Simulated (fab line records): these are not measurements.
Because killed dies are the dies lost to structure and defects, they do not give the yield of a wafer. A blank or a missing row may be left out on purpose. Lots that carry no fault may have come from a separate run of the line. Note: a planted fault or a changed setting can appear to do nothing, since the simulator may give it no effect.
Lot-split experiment + flow n5 finfet + 7 lots, 21 wafers read, on a route of 1938 steps

SPLIT DETAILS
At N5_BEOL_M5_TRENCH_ETCH_37 (etches SiCOH lowk in C4F6/O2, target depth 71.652 nm, time 24.7 s), the setting time s was moved away from the recipe's 24.7 s on 7 of the 21 wafers read, by -22.5% to -9.9%. This setting was run at the recipe's value on the other wafers.

FROM THE SPLIT TO THE READING: what the file shows between them, 14 steps
- N5_BEOL_M5_ETCH_41: etches SiCN in CH3F/O2, target depth 31.5 nm, time 56.7 s
- N5_BEOL_M5_STRIP_91: strips in N2/H2, time 10 s
- N5_BEOL_M5_OCD_MEAS_38
- N5_BEOL_M5_ALD_86: deposits TaN, pulse time 2 s, purge time 3 s, co reactant purge time 2 s (also split here: co reactant pulse time s)
- N5_BEOL_M5_SURFACE_TREAT_87
- N5_BEOL_M5_CVD_47: deposits Co from CCTBA/H2, target thk 3 nm, time 216 s
- N5_BEOL_M5_ECD_50: material Cu, target thk 300 nm
- N5_BEOL_M5_ANNEAL_51: time 90 s
- N5_BEOL_M5_CMP_52: polishes, stops on SiCOH lowk, t overpolish 6.9 s, target thk 62 nm
- N5_BEOL_M5_THK_MEAS_53: measures by xrf
- N5_BEOL_M5_PRE_CLEAN_77: time 15 s
- N5_BEOL_M5_CO_CAP_78: material Co, precursor CCTBA/H2, target thk 2 nm, time 102.1 s
- N5_BEOL_M5_PRE_CLEAN_55: time 15 s
- N5_BEOL_M5_DEP_56: deposits SiCN from 3MS/NH3, target thk 8 nm, time 14 s

THE READING
M5_RS, in ohm/sq, at N5_BEOL_M5_RS_MEAS_57 (measures by four-point-probe). Fault-free wafers of this fab line usually give 0.387 ohm/sq, standard deviation 0.014 ohm/sq.

| wafer  | tool, chamber at the split | time s as run, s | against the recipe | M5_RS, ohm/sq | against lot-mates on the recipe |
|--------|----------------------------|------------------|--------------------|---------------|---------------------------------|
| L077.1 | rie diel-06, 0             | 24.7             | recipe             | 0.398         | -                               |
| L077.5 | rie diel-06, 1             | 20.84            | -15.6%             | 0.499         | +0.104                          |
| L077.6 | rie diel-06, 0             | 24.7             | recipe             | 0.392         | -                               |
| L079.1 | rie diel-01, 3             | 24.7             | recipe             | 0.384         | -                               |
| L079.3 | rie diel-01, 2             | 24.7             | recipe             | 0.403         | -                               |
| L079.4 | rie diel-01, 1             | 24.7             | recipe             | 0.375         | -                               |
| L082.1 | rie diel-06, 3             | 19.2             | -22.3%             | 0.542         | +0.163                          |
| L082.3 | rie diel-06, 1             | 24.7             | recipe             | 0.391         | -                               |
| L082.6 | rie diel-06, 2             | 24.7             | recipe             | 0.368         | -                               |
| L083.1 | rie diel-01, 2             | 24.7             | recipe             | 0.390         | -                               |
| L083.4 | rie diel-01, 0             | 24.7             | recipe             | 0.375         | -                               |
| L083.5 | rie diel-01, 2             | 24.7             | recipe             | 0.376         | -                               |
| L086.1 | rie diel-06, 3             | 22.26            | -9.9%              | 0.430         | no lot-mate on the recipe       |
| L086.2 | rie diel-06, 0             | 22.26            | -9.9%              | 0.446         | no lot-mate on the recipe       |
| L086.3 | rie diel-06, 1             | 22.26            | -9.9%              | 0.467         | no lot-mate on the recipe       |
| L091.1 | rie diel-06, 3             | 19.14            | -22.5%             | 0.570         | +0.182                          |
| L091.2 | rie diel-06, 0             | 24.7             | recipe             | 0.388         | -                               |
| L091.5 | rie diel-06, 0             | 19.14            | -22.5%             | 0.580         | +0.192                          |
| L095.3 | rie diel-01, 2             | 24.7             | recipe             | 0.375         | -                               |
| L095.4 | rie diel-01, 0             | 24.7             | recipe             | 0.399         | -                               |
| L095.5 | rie diel-01, 3             | 24.7             | recipe             | 0.414         | -                               |

FIT RESULTS
A straight line over all 21 wafers: M5_RS changes by -0.00761 ohm/sq for each +1% of time s; r = -0.97; the points scatter about the line by 0.015 ohm/sq.
The same after taking each lot's own level away (the mean of its wafers on the recipe; 18 wafers): -0.00781 ohm/sq for each +1%; r = -0.99; scatter 0.012 ohm/sq.
Per that fit: largest time s move, reading shift of 0.18 ohm/sq.
From 0.3795 to 0.3960 ohm/sq: that is the span of the lots' own levels, equal to 1.2 times the standard deviation above.
Hence the lot-to-lot level has little effect on the slope; both slopes agree.
Check: for one of the wafers moved furthest among these (-22.5%), held out of the fit, the line's prediction against its lot-mates is +0.173 ohm/sq. It came out at +0.182 ohm/sq against them.

ADDITIONAL SPLITS CARRIED BY THESE WAFERS
Note: prior to the reading, these wafers also went through further splits. Each is held against what the fit with the lots' levels taken away leaves over:
| other split on the same wafers             | wafers away from the commonest value | r with M5_RS (lot level and that fit taken away) |
|--------------------------------------------|--------------------------------------|--------------------------------------------------|
| N5_BEOL_M2_DESCUM_33 time s                | 7                                    | +0.01                                            |
| N5_BEOL_M4_EXPOSE_08 dose mj               | 9                                    | -0.22                                            |
| N5_BEOL_M5_ALD_86 co reactant pulse time s | 4                                    | +0.24                                            |

THE WHOLE CHAIN: every reading that the file lists as answering this split, in the file's order
| step                      | what it does                                                        | reading                                                                      | change (the file's fit)               | r (the file's) |
|---------------------------|---------------------------------------------------------------------|------------------------------------------------------------------------------|---------------------------------------|----------------|
| N5_BEOL_M5_TRENCH_ETCH_37 | etches SiCOH lowk in C4F6/O2, target depth 71.652 nm, time 24.7 s   | BEOL_M5.feature depth nm (the simulator's own value, which no gauge read)    | +0.721 nm for each +1% of the setting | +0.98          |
| N5_BEOL_M5_TRENCH_ETCH_37 | etches SiCOH lowk in C4F6/O2, target depth 71.652 nm, time 24.7 s   | etch.depth nm (the simulator's own value, which no gauge read)               | +0.719 nm for each +1% of the setting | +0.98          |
| N5_BEOL_M5_OCD_MEAS_38    |                                                                     | trench depth nm                                                              | +0.72 nm for each +1% of the setting  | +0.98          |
| N5_BEOL_M5_CMP_52         | polishes, stops on SiCOH lowk, t overpolish 6.9 s, target thk 62 nm | Cu_of_BEOL_M5_ECD_50.thk nm (the simulator's own value, which no gauge read) | +0.71 nm for each +1% of the setting  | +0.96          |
| N5_BEOL_M5_THK_MEAS_53    | measures by xrf                                                     | M5_THK                                                                       | +0.72 for each +1% of the setting     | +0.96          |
| N5_BEOL_M5_RS_MEAS_57     | measures by four-point-probe                                        | M5_RS                                                                        | -0.00758 for each +1% of the setting  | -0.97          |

FILE'S OWN FIT
M5_RS changes by -0.00758 ohm/sq for each +1% of time s, r = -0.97.
